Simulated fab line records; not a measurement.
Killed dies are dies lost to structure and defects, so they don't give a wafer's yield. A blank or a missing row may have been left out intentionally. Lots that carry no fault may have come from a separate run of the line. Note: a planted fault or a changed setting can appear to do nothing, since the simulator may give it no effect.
Chamber matching || flow n5-finfet || 4 sister chambers for N5_BEOL_M6_DESCUM_16 on rie-diel-02
The step chemistry O2, time 7.9 s. 20 wafers are shown with their chamber, then 10 later ones without.

## WAFERS, EACH WITH ITS CHAMBER
{"wafer": "L076.4", "chamber": 0, "showerhead-plenum-p-Torr (Torr)": 2.09, "drypump-motor-current-A (A)": 5.6, "throttle-valve-pct (%)": 20.80}
{"wafer": "L076.5", "chamber": 0, "showerhead-plenum-p-Torr (Torr)": 2.09, "drypump-motor-current-A (A)": 5.6, "throttle-valve-pct (%)": 20.79}
{"wafer": "L076.6", "chamber": 3, "showerhead-plenum-p-Torr (Torr)": 2.10, "drypump-motor-current-A (A)": 4.9, "throttle-valve-pct (%)": 20.48}
{"wafer": "L077.1", "chamber": 1, "showerhead-plenum-p-Torr (Torr)": 2.04, "drypump-motor-current-A (A)": 5.4, "throttle-valve-pct (%)": 20.15}
{"wafer": "L077.2", "chamber": 3, "showerhead-plenum-p-Torr (Torr)": 2.10, "drypump-motor-current-A (A)": 4.9, "throttle-valve-pct (%)": 20.50}
{"wafer": "L077.3", "chamber": 2, "showerhead-plenum-p-Torr (Torr)": 1.99, "drypump-motor-current-A (A)": 5.0, "throttle-valve-pct (%)": 20.79}
{"wafer": "L077.4", "chamber": 0, "showerhead-plenum-p-Torr (Torr)": 2.09, "drypump-motor-current-A (A)": 5.6, "throttle-valve-pct (%)": 20.81}
{"wafer": "L077.5", "chamber": 3, "showerhead-plenum-p-Torr (Torr)": 2.10, "drypump-motor-current-A (A)": 4.9, "throttle-valve-pct (%)": 20.50}
{"wafer": "L077.6", "chamber": 0, "showerhead-plenum-p-Torr (Torr)": 2.09, "drypump-motor-current-A (A)": 5.6, "throttle-valve-pct (%)": 20.80}
{"wafer": "L078.1", "chamber": 2, "showerhead-plenum-p-Torr (Torr)": 1.99, "drypump-motor-current-A (A)": 5.0, "throttle-valve-pct (%)": 20.79}
{"wafer": "L078.4", "chamber": 3, "showerhead-plenum-p-Torr (Torr)": 2.10, "drypump-motor-current-A (A)": 4.9, "throttle-valve-pct (%)": 20.52}
{"wafer": "L078.6", "chamber": 1, "showerhead-plenum-p-Torr (Torr)": 2.04, "drypump-motor-current-A (A)": 5.4, "throttle-valve-pct (%)": 20.18}
{"wafer": "L083.1", "chamber": 0, "showerhead-plenum-p-Torr (Torr)": 2.09, "drypump-motor-current-A (A)": 5.6, "throttle-valve-pct (%)": 20.82}
{"wafer": "L083.2", "chamber": 3, "showerhead-plenum-p-Torr (Torr)": 2.09, "drypump-motor-current-A (A)": 4.9, "throttle-valve-pct (%)": 20.53}
{"wafer": "L083.6", "chamber": 1, "showerhead-plenum-p-Torr (Torr)": 2.04, "drypump-motor-current-A (A)": 5.3, "throttle-valve-pct (%)": 20.17}
{"wafer": "L086.1", "chamber": 3, "showerhead-plenum-p-Torr (Torr)": 2.09, "drypump-motor-current-A (A)": 4.9, "throttle-valve-pct (%)": 20.54}
{"wafer": "L086.3", "chamber": 1, "showerhead-plenum-p-Torr (Torr)": 2.04, "drypump-motor-current-A (A)": 5.3, "throttle-valve-pct (%)": 20.19}
{"wafer": "L086.4", "chamber": 2, "showerhead-plenum-p-Torr (Torr)": 1.99, "drypump-motor-current-A (A)": 5.0, "throttle-valve-pct (%)": 20.82}
{"wafer": "L088.1", "chamber": 2, "showerhead-plenum-p-Torr (Torr)": 1.99, "drypump-motor-current-A (A)": 5.0, "throttle-valve-pct (%)": 20.82}
{"wafer": "L088.2", "chamber": 1, "showerhead-plenum-p-Torr (Torr)": 2.04, "drypump-motor-current-A (A)": 5.4, "throttle-valve-pct (%)": 20.21}

SIGNATURES (means of the wafers above)
{"reading": "showerhead-plenum-p-Torr", "chamber 0": 2.0900, "chamber 1": 2.0400, "chamber 2": 1.9900, "chamber 3": 2.0967, "scatter within a chamber": 0.00289}
{"reading": "drypump-motor-current-A", "chamber 0": 5.600, "chamber 1": 5.360, "chamber 2": 5.000, "chamber 3": 4.900, "scatter within a chamber": 0.0274}
{"reading": "throttle-valve-pct", "chamber 0": 20.8040, "chamber 1": 20.1800, "chamber 2": 20.8050, "chamber 3": 20.5117, "scatter within a chamber": 0.0192}
Rule: a wafer's distance from a chamber is the root of the sum, over the readings, of the square of ((its reading less the chamber's mean) divided by the reading's scatter). The wafer belongs to the nearest chamber; if the next one is less than 2 further off, it can't be placed. The scatter: the root of (the sum of the squares of (reading less its chamber's mean) over the shown wafers, divided by (wafers less chambers)).

## WAFERS WITH NO CHAMBER GIVEN
{"wafer": "L088.3", "showerhead-plenum-p-Torr (Torr)": 2.09, "drypump-motor-current-A (A)": 4.9, "throttle-valve-pct (%)": 20.54}
{"wafer": "L087.3", "showerhead-plenum-p-Torr (Torr)": 2.08, "drypump-motor-current-A (A)": 5.6, "throttle-valve-pct (%)": 20.84}
{"wafer": "L087.5", "showerhead-plenum-p-Torr (Torr)": 2.08, "drypump-motor-current-A (A)": 5.6, "throttle-valve-pct (%)": 20.86}
{"wafer": "L087.6", "showerhead-plenum-p-Torr (Torr)": 2.09, "drypump-motor-current-A (A)": 4.9, "throttle-valve-pct (%)": 20.55}
{"wafer": "L091.3", "showerhead-plenum-p-Torr (Torr)": 2.09, "drypump-motor-current-A (A)": 4.9, "throttle-valve-pct (%)": 20.55}
{"wafer": "L091.4", "showerhead-plenum-p-Torr (Torr)": 1.98, "drypump-motor-current-A (A)": 5.0, "throttle-valve-pct (%)": 20.84}
{"wafer": "L091.6", "showerhead-plenum-p-Torr (Torr)": 2.08, "drypump-motor-current-A (A)": 5.6, "throttle-valve-pct (%)": 20.86}
{"wafer": "L093.1", "showerhead-plenum-p-Torr (Torr)": 2.08, "drypump-motor-current-A (A)": 5.6, "throttle-valve-pct (%)": 20.85}
{"wafer": "L093.4", "showerhead-plenum-p-Torr (Torr)": 2.03, "drypump-motor-current-A (A)": 5.4, "throttle-valve-pct (%)": 20.21}
{"wafer": "L093.6", "showerhead-plenum-p-Torr (Torr)": 1.98, "drypump-motor-current-A (A)": 5.0, "throttle-valve-pct (%)": 20.84}

## EACH ONE'S CHAMBER
{"wafer": "L088.3", "from the rows above": 3, "in truth": 3}
{"wafer": "L087.3", "from the rows above": 0, "in truth": 0}
{"wafer": "L087.5", "from the rows above": 0, "in truth": 0}
{"wafer": "L087.6", "from the rows above": 3, "in truth": 3}
{"wafer": "L091.3", "from the rows above": 3, "in truth": 3}
{"wafer": "L091.4", "from the rows above": 2, "in truth": 2}
{"wafer": "L091.6", "from the rows above": 0, "in truth": 0}
{"wafer": "L093.1", "from the rows above": 0, "in truth": 0}
{"wafer": "L093.4", "from the rows above": 1, "in truth": 1}
{"wafer": "L093.6", "from the rows above": 2, "in truth": 2}
Correctly placed: 10 of 10. Can't be placed from these rows: 0. Placed wrongly: 0.
